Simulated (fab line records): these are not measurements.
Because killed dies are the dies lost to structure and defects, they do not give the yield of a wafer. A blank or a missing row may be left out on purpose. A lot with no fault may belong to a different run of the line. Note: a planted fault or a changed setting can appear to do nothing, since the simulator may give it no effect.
A lot that was struck, set against a sound lot -- flow n5-finfet -- 15 steps out of a route of 1938
Sound: the wafers L824.1, L824.5, L824.6. Struck: wafer L830.3. (L830.1, L830.4 of the same lot were not struck and are left out.) The cause comes at the end.
For every step that has rows: the tool of each side, followed by ch and its chambers, followed by its first start. Under that, the readings that differ: sound wafers -- struck wafers -- difference of the means -- sigmas: that difference in standard deviations of wafers without a fault.
alike: same words and numbers on both sides, and readings whose means sit less than 2 such deviations apart. not compared: any withheld reading, any reading some wafer has no value for, any bound like >300 that may hide the same value, and any number with overlapping values for which the record gives no deviation.
The two part at a step that has a row with sigmas, a row that says differs or no value, or rows on one side only. Numbers that don't overlap but have no deviation are shown without sigmas and don't part them. A reading that every wafer of one side lacks parts them only if that side has two wafers or more.

first, 4 steps without rows for these wafers: N5_BEOL_M3_SOFTBAKE_23 (time 60 s); N5_BEOL_M3_EXPOSE_25 (exposes mask V2, defocus 5 nm); N5_BEOL_M3_PEB_26 (peb time 60 s); N5_BEOL_M3_DEVELOP_27 (develop time 30 s).
N5_BEOL_M3_CD_MEAS_28: target cd 25.7 nm, target cd y 23.3 nm.
  sound on cd-sem-01 ch 0, day 8 14:07; struck on cd-sem-03 ch 0, day 10 10:58
  alike: cd-nm
N5_BEOL_M3_OVL_MEAS_29:
  sound on overlay-02 ch 0, day 8 14:09; struck on overlay-02 ch 0, day 10 11:00
  alike: V2_OVL
N5_BEOL_M3_INSPECT_30: inspects for defects (brightfield).
  sound on defect-inspect-01 at day 8 14:12; struck on defect-inspect-02 at day 10 11:04
  alike: raw-defect-count
N5_BEOL_M3_DESCUM_33: chemistry O2, time 7 s.
  sound on rie-diel-02 ch 1,2,3, day 8 14:14; struck on rie-diel-04 ch 2, day 10 11:05
  alike: bias-power-w, drypump-motor-current-A, oes-product-au, rf-vpp-V, showerhead-plenum-p-Torr, throttle-valve-pct
  not compared: rf-hours-counter-h
N5_BEOL_M3_ETCH_77: etches underlayer in N2/H2, target depth 6.5 nm, time 5.2 s.
  sound on rie-diel-02 ch 1,2,3, day 8 14:16; struck on rie-diel-04 ch 2, day 10 11:07
  alike: bias-w, drypump-motor-current-A, etch-rf-on-time-s, h2-flow-sccm, oes-product-au, rf-vpp-V, showerhead-plenum-p-Torr, throttle-valve-pct
  not compared: rf-hours-counter-h
N5_BEOL_M3_ETCH_69: etches SiARC in CF4, target depth 15.6 nm, time 26 s.
  sound on rie-diel-02 ch 1,2,3, day 8 14:17; struck on rie-diel-04 ch 2, day 10 11:08
  alike: bias-w, drypump-motor-current-A, etch-rf-on-time-s, mfc-ar-sccm, oes-product-au, rf-vpp-V, showerhead-plenum-p-Torr, throttle-valve-pct
  not compared: rf-hours-counter-h
N5_BEOL_M3_ALD_98: deposits SiO2, target thk 2.5 nm, pulse time 1 s, co reactant pulse time 1 s.
  sound on ald-sin-03 ch 0,1,3, day 8 14:22; struck on ald-sin-04 ch 3, day 10 11:13
  alike: heater-power-w, precursor-pulse-height-rel
N5_BEOL_M3_ETCHBACK_99: etches SiO2 in CHF3, target depth 5 nm, time 10.4 s.
  sound on rie-diel-06 ch 0,2,3, day 8 15:41; struck on rie-diel-06 ch 3, day 10 12:20
  alike: drypump-motor-current-A, mfc-ar-sccm, oes_ar_750_au, oes-product-au, rf-vpp-V, showerhead-plenum-p-Torr, throttle-valve-pct
  not compared: rf-hours-counter-h
N5_BEOL_M3_ETCH_70: etches SOC in N2/H2, target depth 80 nm, overetch 16 nm, time 120 s.
  sound on rie-diel-06 ch 0,2,3, day 8 15:43; struck on rie-diel-06 ch 3, day 10 12:22
reading,sound,struck,difference,sigmas
bias-w (W),150.0 150.3 149.8,200.3,+50.3,+99 or more
rf-vpp-V (V),527.9 519.9 527.2,632.4,+107.4,+38
model.SiARC_of_BEOL_M3_COAT_68.thk-nm (nm),6.6 6.6 6.4,4.2,-2.3,
  alike: drypump-motor-current-A, h2-flow-sccm, oes-product-au, showerhead-plenum-p-Torr, throttle-valve-pct
  not compared: rf-hours-counter-h
then, 1 step without rows for these wafers: N5_BEOL_M3_STRIP_71 (strips in N2/H2).
N5_BEOL_M4_RC_MEAS_101:
  sound on prober-02 ch 0, day 9 06:16; struck on prober-01 ch 0, day 11 02:31
reading,sound,struck,difference,sigmas
DIBL_N (mV/V),36.9 35.7 33.2,39.1,+3.8,+2
  alike: DIBL_P, IOFF_N, IOFF_P, ION_N, ION_P, SS_N, SS_P, VT_N, VT_P

WHERE THEY PART
Last at N5_BEOL_M4_RC_MEAS_101 as far as this record goes, first at N5_BEOL_M3_ETCH_70.

WHY: whatever the simulator had introduced
rie-diel-06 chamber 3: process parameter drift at N5_BEOL_M3_ETCH_70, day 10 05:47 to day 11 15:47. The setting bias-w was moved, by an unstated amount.
